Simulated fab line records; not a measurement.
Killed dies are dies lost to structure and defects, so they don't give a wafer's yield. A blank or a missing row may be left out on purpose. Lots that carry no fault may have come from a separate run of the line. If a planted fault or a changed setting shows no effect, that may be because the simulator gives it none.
The tool behind it: which one? -- flow nand-harc -- 24 lots with 72 wafers sampled at 6 steps, on a route of 1302 steps

== WHAT THE GAUGES SHOWED, per wafer ==
Not one reading of a measure or inspect step in the record can be checked against a usual standard deviation.

== TOOL THAT RAN EACH LOT (tool first, then ch and the chambers of the sampled wafers, then the start) ==
lot,NHARC_A_STAIRCASE_ETCHBACK_416,NHARC_A_STAIRCASE_ALD_420,NHARC_A_WL_FILL_ALD_00,NHARC_A_CONTACT_DEP_28,NHARC_A_CONTACT_ETCH_113,NHARC_A_CONTACT_ETCH_114
L074,"rie-diel-07 ch 2,3, day 17 03:11 or earlier","ald-hk-03 ch 0,1,2, day 17 03:11","ald-hk-01 ch 0,3, day 20 02:52","acl-dep-01 ch 0, day 20 23:49","har-cap-etch-03 ch 0,1, day 21 06:08","har-cap-etch-03 ch 0,1, day 21 06:19"
L075,"rie-diel-07 ch 1,2,3, day 18 04:41 or earlier","ald-hk-03 ch 0,2,3, day 18 04:41","ald-hk-02 ch 0,1, day 21 00:43","acl-dep-01 ch 0, day 21 20:33","har-cap-etch-02 ch 1, day 22 03:09","har-cap-etch-02 ch 1, day 22 03:19"
L076,"rie-diel-07 ch 0,2,3, day 18 04:31 or earlier","ald-hk-01 ch 0,1,2, day 18 04:31","ald-hk-02 ch 0,2,3, day 20 22:23","acl-dep-02 ch 0, day 21 18:52","har-cap-etch-03 ch 0,1, day 22 02:20","har-cap-etch-03 ch 0,1, day 22 02:31"
L077,"rie-diel-12 ch 0,1,3, day 18 15:52 or earlier","ald-hk-02 ch 1,2,3, day 18 15:52","ald-hk-04 ch 0,1,3, day 21 12:28","acl-dep-01 ch 0, day 22 11:59","har-cap-etch-03 ch 0,1, day 22 19:20","har-cap-etch-03 ch 0,1, day 22 19:31"
L078,"rie-diel-07 ch 0,1,3, day 19 07:16 or earlier","ald-hk-01 ch 0,1,2, day 19 07:16","ald-hk-01 ch 1,2,3, day 22 08:53","acl-dep-03 ch 0, day 23 06:05","har-cap-etch-01 ch 0,1, day 23 12:47","har-cap-etch-01 ch 0,1, day 23 12:58"
L079,"rie-diel-12 ch 1,2,3, day 19 10:55 or earlier","ald-hk-02 ch 1,2,3, day 19 10:55","ald-hk-02 ch 0,2,3, day 22 05:25","acl-dep-01 ch 0, day 23 01:53","har-cap-etch-03 ch 0,1, day 23 09:25","har-cap-etch-03 ch 0,1, day 23 09:35"
L080,"rie-diel-07 ch 0,1, day 19 10:27 or earlier","ald-hk-03 ch 1,2,3, day 19 10:27","ald-hk-02 ch 1,2,3, day 22 05:17","acl-dep-02 ch 0, day 23 02:43","har-cap-etch-02 ch 0,1, day 23 10:17","har-cap-etch-02 ch 0,1, day 23 10:27"
L081,"rie-diel-12 ch 0,2,3, day 20 12:50 or earlier","ald-hk-02 ch 0,1,2, day 20 12:50","ald-hk-02 ch 0,1, day 23 15:49","acl-dep-03 ch 0, day 24 15:30","har-cap-etch-02 ch 0,1, day 24 21:29","har-cap-etch-02 ch 0,1, day 24 21:40"
L082,"rie-diel-12 ch 0,1, day 20 19:29 or earlier","ald-hk-02 ch 1,2,3, day 20 19:29","ald-hk-01 ch 0,2,3, day 23 15:50","acl-dep-01 ch 0, day 24 14:50","har-cap-etch-01 ch 0,1, day 24 22:22","har-cap-etch-01 ch 0,1, day 24 22:36"
L083,"rie-diel-12 ch 0,2, day 21 14:25 or earlier","ald-hk-02 ch 1,3, day 21 14:25","ald-hk-02 ch 0,1, day 24 15:49","acl-dep-02 ch 0, day 25 13:01","har-cap-etch-02 ch 0,1, day 25 19:01","har-cap-etch-02 ch 0,1, day 25 19:11"
L084,"rie-diel-12 ch 1,2,3, day 21 19:59 or earlier","ald-hk-02 ch 0,1,3, day 21 19:59","ald-hk-02 ch 1,2,3, day 24 19:15","acl-dep-01 ch 0, day 25 17:34","har-cap-etch-01 ch 0,1, day 26 00:50","har-cap-etch-01 ch 0,1, day 26 01:00"
L085,"rie-diel-08 ch 0,1,2, day 22 03:34 or earlier","ald-hk-02 ch 0,3, day 22 03:34","ald-hk-04 ch 0,2,3, day 25 05:58","acl-dep-01 ch 0, day 26 03:01","har-cap-etch-02 ch 0,1, day 26 10:23","har-cap-etch-02 ch 0,1, day 26 10:34"
L087,"rie-diel-12 ch 1,2, day 22 07:03 or earlier","ald-hk-02 ch 0,3, day 22 07:03","ald-hk-02 ch 0,3, day 25 04:23","acl-dep-03 ch 0, day 26 03:00","har-cap-etch-01 ch 0,1, day 26 10:31","har-cap-etch-01 ch 0,1, day 26 10:41"
L086,"rie-diel-12 ch 0,1,3, day 22 09:29 or earlier","ald-hk-03 ch 1,2,3, day 22 09:29","ald-hk-04 ch 1,2,3, day 25 15:04","acl-dep-01 ch 0, day 26 10:05","har-cap-etch-01 ch 0,1, day 26 17:28","har-cap-etch-01 ch 0,1, day 26 17:38"
L088,"rie-diel-08 ch 0,2,3, day 23 04:44 or earlier","ald-hk-01 ch 0,2,3, day 23 04:44","ald-hk-02 ch 0,1,2, day 26 01:59","acl-dep-02 ch 0, day 27 01:56","har-cap-etch-02 ch 0,1, day 27 10:02","har-cap-etch-02 ch 0,1, day 27 10:12"
L089,"rie-diel-08 ch 0,1, day 23 07:01 or earlier","ald-hk-01 ch 0,2,3, day 23 07:01","ald-hk-01 ch 0,1,3, day 26 01:55","acl-dep-03 ch 0, day 27 01:35","har-cap-etch-03 ch 0,1, day 27 08:58","har-cap-etch-03 ch 0,1, day 27 09:11"
L090,"rie-diel-08 ch 0,1,3, day 24 05:05 or earlier","ald-hk-02 ch 0,1,2, day 24 05:05","ald-hk-02 ch 0,1,2, day 27 02:35","acl-dep-03 ch 0, day 27 22:10","har-cap-etch-01 ch 0,1, day 28 05:16","har-cap-etch-01 ch 0,1, day 28 05:26"
L091,"rie-diel-12 ch 1,3, day 24 16:47 or earlier","ald-hk-01 ch 1,2, day 24 16:47","ald-hk-01 ch 0,3, day 27 16:01","acl-dep-03 ch 0, day 28 13:34","har-cap-etch-02 ch 0,1, day 28 20:08","har-cap-etch-02 ch 0,1, day 28 20:18"
L092,"rie-diel-12 ch 2,3, day 24 16:56 or earlier","ald-hk-02 ch 0,3, day 24 16:56","ald-hk-02 ch 1,2,3, day 27 16:01","acl-dep-02 ch 0, day 28 13:49","har-cap-etch-03 ch 0,1, day 28 20:40","har-cap-etch-03 ch 0,1, day 28 20:50"
L093,"rie-diel-07 ch 2,3, day 25 09:23 or earlier","ald-hk-01 ch 0,1, day 25 09:23","ald-hk-04 ch 0,2,3, day 28 09:07","acl-dep-03 ch 0, day 29 06:47","har-cap-etch-01 ch 0,1, day 29 14:04","har-cap-etch-01 ch 0,1, day 29 14:18"
L094,"rie-diel-07 ch 0,3, day 25 13:28 or earlier","ald-hk-01 ch 0,2,3, day 25 13:28","ald-hk-04 ch 2,3, day 28 13:46","acl-dep-02 ch 0, day 29 10:53","har-cap-etch-02 ch 0,1, day 29 17:55","har-cap-etch-02 ch 0,1, day 29 18:05"
L096,"rie-diel-07 ch 0,1,3, day 26 05:05 or earlier","ald-hk-01 ch 0,1,3, day 26 05:05","ald-hk-02 ch 0,2,3, day 29 01:52","acl-dep-03 ch 0, day 29 23:32","har-cap-etch-03 ch 0,1, day 30 07:35","har-cap-etch-03 ch 0,1, day 30 07:46"
L095,"rie-diel-12 ch 1,3, day 26 07:33 or earlier","ald-hk-02 ch 1,2,3, day 26 07:33","ald-hk-02 ch 1,2, day 29 04:11","acl-dep-02 ch 0, day 30 01:06","har-cap-etch-02 ch 0,1, day 30 07:26","har-cap-etch-02 ch 0,1, day 30 07:36"
L097,"rie-diel-07 ch 2,3, day 27 21:34 or earlier","ald-hk-01 ch 0,1,3, day 27 21:34","ald-hk-01 ch 0,1,2, day 30 22:49","acl-dep-02 ch 0, day 31 16:34","har-cap-etch-02 ch 0,1, day 32 00:44","har-cap-etch-02 ch 0,1, day 32 00:55"
- NHARC_A_STAIRCASE_ETCHBACK_416: etches the open film in C4F8/O2/Ar, target depth 36 nm, time 7.2 s.
- NHARC_A_STAIRCASE_ALD_420: deposits SiO2, target thk 20 nm, pulse time 6 s, ald cycles 200.
- NHARC_A_WL_FILL_ALD_00: deposits Al2O3, target thk 3 nm, pulse time 3 s, ald cycles 30.
- NHARC_A_CONTACT_DEP_28: deposits aC, target thk 7000 nm.
- NHARC_A_CONTACT_ETCH_113: etches the open film in C4F8/O2/Ar, time 190 s, target depth 1850 nm.
- NHARC_A_CONTACT_ETCH_114: etches the open film in C4F8/O2/Ar, time 190 s, target depth 1850 nm.

== AS READ BY THE TOOLS THEMSELVES (means over the sampled wafers that have a number; for cases with no such wafer, the mark the record gives instead) ==
NHARC_A_STAIRCASE_ETCHBACK_416. Usual: oes-product-au 0.937 a.u., standard deviation 0.028; rf-fwd-power-W 586.3 W, standard deviation 2.4; rf-vpp-V 722 V, standard deviation 3.4.
lot,tool,oes-product-au (a.u.),rf-fwd-power-W (W),rf-vpp-V (V),flag
L074,rie-diel-07,0.932,584.5,721,
L075,rie-diel-07,0.930,584.4,720,
L076,rie-diel-07,0.925,584.9,722,
L077,rie-diel-12,0.930,589.3,722,
L078,rie-diel-07,0.926,586.3,720,
L079,rie-diel-12,0.925,586.3,723,
L080,rie-diel-07,0.912,584.1,721,
L081,rie-diel-12,0.986,584.0,724,
L082,rie-diel-12,0.985,588.5,720,
L083,rie-diel-12,0.923,586.6,724,
L084,rie-diel-12,0.927,587.4,724,
L085,rie-diel-08,0.933,585.4,720,
L087,rie-diel-12,0.912,589.1,721,
L086,rie-diel-12,0.922,586.4,721,
L088,rie-diel-08,0.926,589.7,723,
L089,rie-diel-08,0.928,585.0,717,
L090,rie-diel-08,1.001,585.0,725,
L091,rie-diel-12,0.921,587.8,723,
L092,rie-diel-12,0.938,585.1,725,
L093,rie-diel-07,0.921,586.7,718,
L094,rie-diel-07,0.928,584.8,720,
L096,rie-diel-07,1.004,585.8,720,
L095,rie-diel-12,0.922,587.5,721,
L097,rie-diel-07,0.927,586.3,720,

NHARC_A_STAIRCASE_ALD_420. Usual: heater-power-w 476 W, standard deviation 52; precursor-pulse-height-rel 1.001, standard deviation 0.022.
lot,tool,heater-power-w (W),precursor-pulse-height-rel,flag
L074,ald-hk-03,466,1.014,
L075,ald-hk-03,501,0.998,
L076,ald-hk-01,470,0.991,
L077,ald-hk-02,482,1.010,
L078,ald-hk-01,471,0.983,
L079,ald-hk-02,486,1.018,
L080,ald-hk-03,430,0.992,
L081,ald-hk-02,496,0.994,
L082,ald-hk-02,482,1.003,
L083,ald-hk-02,473,0.976,
L084,ald-hk-02,481,0.995,
L085,ald-hk-02,482,1.008,
L087,ald-hk-02,473,1.028,
L086,ald-hk-03,444,0.982,
L088,ald-hk-01,432,0.999,
L089,ald-hk-01,427,0.981,
L090,ald-hk-02,519,0.998,
L091,ald-hk-01,492,0.978,
L092,ald-hk-02,473,0.989,
L093,ald-hk-01,466,1.027,
L094,ald-hk-01,427,0.998,
L096,ald-hk-01,432,0.988,
L095,ald-hk-02,494,0.995,
L097,ald-hk-01,438,1.006,

NHARC_A_WL_FILL_ALD_00. Usual: heater-power-w 483 W, standard deviation 43; precursor-pulse-height-rel 1.000, standard deviation 0.017.
lot,tool,heater-power-w (W),precursor-pulse-height-rel,flag
L074,ald-hk-01,423,0.990,
L075,ald-hk-02,502,0.987,
L076,ald-hk-02,489,0.980,
L077,ald-hk-04,480,0.998,
L078,ald-hk-01,461,0.994,
L079,ald-hk-02,502,1.016,
L080,ald-hk-02,488,0.999,
L081,ald-hk-02,510,0.995,
L082,ald-hk-01,421,0.992,
L083,ald-hk-02,497,0.999,
L084,ald-hk-02,493,1.002,
L085,ald-hk-04,488,0.997,
L087,ald-hk-02,494,1.017,
L086,ald-hk-04,488,1.002,
L088,ald-hk-02,519,1.010,
L089,ald-hk-01,440,0.990,
L090,ald-hk-02,522,0.991,
L091,ald-hk-01,389,1.005,
L092,ald-hk-02,492,0.988,
L093,ald-hk-04,477,1.003,
L094,ald-hk-04,465,0.990,
L096,ald-hk-02,506,1.004,
L095,ald-hk-02,504,1.001,
L097,ald-hk-01,474,1.003,

NHARC_A_CONTACT_DEP_28. Usual: throttle-valve-pct reads 35.000 % (standard deviation 0.0082).
lot,tool,throttle-valve-pct (%),flag
L074,acl-dep-01,35.012,
L075,acl-dep-01,35.004,
L076,acl-dep-02,34.998,
L077,acl-dep-01,34.995,
L078,acl-dep-03,34.997,
L079,acl-dep-01,34.996,
L080,acl-dep-02,35.005,
L081,acl-dep-03,34.998,
L082,acl-dep-01,34.999,
L083,acl-dep-02,34.994,
L084,acl-dep-01,35.002,
L085,acl-dep-01,34.998,
L087,acl-dep-03,35.000,
L086,acl-dep-01,34.992,
L088,acl-dep-02,35.003,
L089,acl-dep-03,34.994,
L090,acl-dep-03,35.005,
L091,acl-dep-03,34.998,
L092,acl-dep-02,35.005,
L093,acl-dep-03,35.002,
L094,acl-dep-02,34.999,
L096,acl-dep-03,34.994,
L095,acl-dep-02,34.998,
L097,acl-dep-02,34.999,

== THE ANSWER, worked out from the rows above alone ==
Rule: take the mean of a lot's wafers that have a number; if it is more than 3 standard deviations from the usual mean, the lot is off. Also off: a lot with no number at a reading for which 4 or more lots have one. Any other lot the step has rows for is counted as sound. After the gauges, taken in route order, come the tools' own readings; for these a lot's mean is taken, as printed above. At the first step where some lot is off, the reading lying furthest off is the one used; lots without a number count as furthest.
No lot is off on any of the readings shown, so nothing can be concluded from this.

== WHAT HAD BEEN PUT IN BY THE SIMULATOR ==
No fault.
